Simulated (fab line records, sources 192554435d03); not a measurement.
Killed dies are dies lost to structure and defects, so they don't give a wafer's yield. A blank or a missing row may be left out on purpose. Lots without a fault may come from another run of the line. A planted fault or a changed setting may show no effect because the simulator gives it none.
Split-lot experiment | flow n5_finfet | 7 lots, 21 wafers read, on a route of 1938 steps

THE SPLIT
At N5_HKMG_FIN_ETCH_55 (etches SOC in N2/H2, target depth 240 nm, time 300 s), the setting time_s was moved away from the recipe's 300 s on 10 of the 21 wafers read, by -20.3% to +16.7%. The other wafers ran this setting at the recipe's value.

The reading is taken at the split's own step.

THE READING
SiARC_of_HKMG_FIN_COAT_42.thk_nm (the simulator's own value, which no gauge read), in nm, at N5_HKMG_FIN_ETCH_55 (etches SOC in N2/H2, target depth 240 nm, time 300 s). The file gives no usual value for it. The 11 wafers here that ran the recipe average 21.4 nm, standard deviation 0.46 nm.

wafer  | tool, chamber at the split | time_s as run, s | against the recipe | SiARC_of_HKMG_FIN_COAT_42.thk_nm, nm | against lot-mates on the recipe
L079.2 | rie_diel-05, 1             | 300              | recipe             | 21.8                                 | -
L079.4 | rie_diel-05, 3             | 300              | recipe             | 21.4                                 | -
L079.5 | rie_diel-05, 1             | 300              | recipe             | 21.8                                 | -
L081.3 | rie_diel-06, 0             | 300              | recipe             | 21                                   | -
L081.4 | rie_diel-06, 1             | 350.2            | +16.7%             | 19.8                                 | -1.2
L081.5 | rie_diel-06, 0             | 350.2            | +16.7%             | 18.8                                 | -2.2
L082.1 | rie_diel-02, 2             | 270.7            | -9.8%              | 23                                   | +1.8
L082.4 | rie_diel-02, 3             | 300              | recipe             | 21.6                                 | -
L082.5 | rie_diel-02, 0             | 300              | recipe             | 20.8                                 | -
L083.1 | rie_diel-05, 1             | 249.8            | -16.7%             | 24                                   | +2.2
L083.3 | rie_diel-05, 2             | 300              | recipe             | 21.8                                 | -
L083.5 | rie_diel-05, 2             | 249.8            | -16.7%             | 24                                   | +2.2
L088.2 | rie_diel-06, 2             | 300              | recipe             | 20.4                                 | -
L088.3 | rie_diel-06, 3             | 239.1            | -20.3%             | 24.2                                 | +3.8
L088.6 | rie_diel-06, 3             | 239.1            | -20.3%             | 24.2                                 | +3.8
L089.4 | rie_diel-02, 0             | 275.6            | -8.1%              | 21.8                                 | +0.2
L089.5 | rie_diel-02, 3             | 300              | recipe             | 21.8                                 | -
L089.6 | rie_diel-02, 2             | 300              | recipe             | 21.4                                 | -
L091.3 | rie_diel-02, 0             | 317.4            | +5.8%              | 20                                   | -1.8
L091.4 | rie_diel-02, 2             | 300              | recipe             | 21.8                                 | -
L091.6 | rie_diel-02, 0             | 317.4            | +5.8%              | 20.2                                 | -1.6

THE FIT
A straight line over all 21 wafers: SiARC_of_HKMG_FIN_COAT_42.thk_nm changes by -0.141 nm for each +1% of time_s; r = -0.95; the points scatter about the line by 0.47 nm.
The same after taking each lot's own level away (the mean of its wafers on the recipe; 21 wafers): -0.149 nm for each +1%; r = -0.94; scatter 0.57 nm.
On that fit, the largest move of time_s shifts the reading by 3 nm.
The lots' own levels span 20.40 to 21.80 nm, that is 3.0 times the standard deviation above.
So the lot-to-lot level changes the slope little: the two slopes agree.
Check: with one of the wafers moved furthest among these (-20.3%) left out of the fit, the line predicts +2.83 nm for it against its lot-mates. It came out at +3.8 nm against them.

OTHER SPLITS ON THESE WAFERS
These wafers also went through other splits before the reading. Each is held against what the fit with the lots' levels taken away leaves over:
other split on the same wafers | wafers away from the commonest value | r with SiARC_of_HKMG_FIN_COAT_42.thk_nm (lot level and that fit taken away)
N5_SDB_COAT_03 spin_rpm        | 4                                    | -0.43
N5_HKMG_FIN_ETCH_54 source_w   | 11                                   | +0.43

THE WHOLE CHAIN: every reading that the file lists as answering this split, in the file's order
step                | what it does                                         | reading                                                                           | change (the file's fit)               | r (the file's)
N5_HKMG_FIN_ETCH_55 | etches SOC in N2/H2, target depth 240 nm, time 300 s | HKMG_FIN.feature_depth_nm (the simulator's own value, which no gauge read)        | +2.48 nm for each +1% of the setting  | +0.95
N5_HKMG_FIN_ETCH_55 | etches SOC in N2/H2, target depth 240 nm, time 300 s | etch.depth_nm (the simulator's own value, which no gauge read)                    | +2.48 nm for each +1% of the setting  | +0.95
N5_HKMG_FIN_ETCH_55 | etches SOC in N2/H2, target depth 240 nm, time 300 s | SiARC_of_HKMG_FIN_COAT_42.thk_nm (the simulator's own value, which no gauge read) | -0.147 nm for each +1% of the setting | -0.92

THE FILE'S OWN FIT
SiARC_of_HKMG_FIN_COAT_42.thk_nm changes by -0.147 nm for each +1% of time_s, r = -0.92.
